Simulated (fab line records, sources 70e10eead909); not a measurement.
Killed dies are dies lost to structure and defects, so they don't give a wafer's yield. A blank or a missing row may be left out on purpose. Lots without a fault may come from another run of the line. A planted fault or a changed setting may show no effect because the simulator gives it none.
Chamber matching | flow nand_harc | NHARC_P_M1_ETCH_35 on rie_diel-13: 4 sister chambers
The step etches the open film in N2/H2, target depth 40 nm, overetch 12 nm, time 43.94 s. 8 wafers are shown with their chamber, then 7 later ones without.

WAFERS WITH THEIR CHAMBER
wafer  | chamber | showerhead_plenum_p_Torr (Torr) | rf_vpp_V (V)
L183.5 | 1       | 1.98                            | 428.6
L186.3 | 3       | 2.06                            | 431.0
L186.6 | 0       | 2.11                            | 431.4
L189.3 | 0       | 2.11                            | 431.8
L189.4 | 1       | 1.98                            | 429.8
L193.2 | 2       | 2.19                            | 434.1
L193.5 | 3       | 2.05                            | 431.4
L193.6 | 2       | 2.19                            | 433.3

WAFERS WITHOUT THEIR CHAMBER
wafer  | showerhead_plenum_p_Torr (Torr) | rf_vpp_V (V)
L195.1 | 2.19                            | 432.9
L195.4 | 2.11                            | 432.9
L195.5 | 2.19                            | 434.1
L200.2 | 2.11                            | 432.3
L200.4 | 2.19                            | 435.0
L202.4 | 1.98                            | 428.5
L202.6 | 2.05                            | 431.9

WHICH CHAMBER EACH WENT THROUGH
wafer  | from the rows above | in truth
L195.1 | 2                   | 2
L195.4 | 0                   | 0
L195.5 | 2                   | 2
L200.2 | 0                   | 0
L200.4 | 2                   | 2
L202.4 | 1                   | 1
L202.6 | 3                   | 3
Placed correctly: 7 of 7. Can't be placed from these rows: 0. Placed wrongly: 0.
How it was worked out, from the rows above alone: a wafer's distance from a chamber is the root of the sum, over the readings, of the square of ((its reading less the chamber's mean) divided by the reading's scatter). The wafer belongs to the nearest chamber; if the next one is less than 2 further off, it can't be placed. A chamber's mean is the mean of its shown wafers. The scatter: the root of (the sum of the squares of (reading less its chamber's mean) over the shown wafers, divided by (wafers less chambers)).
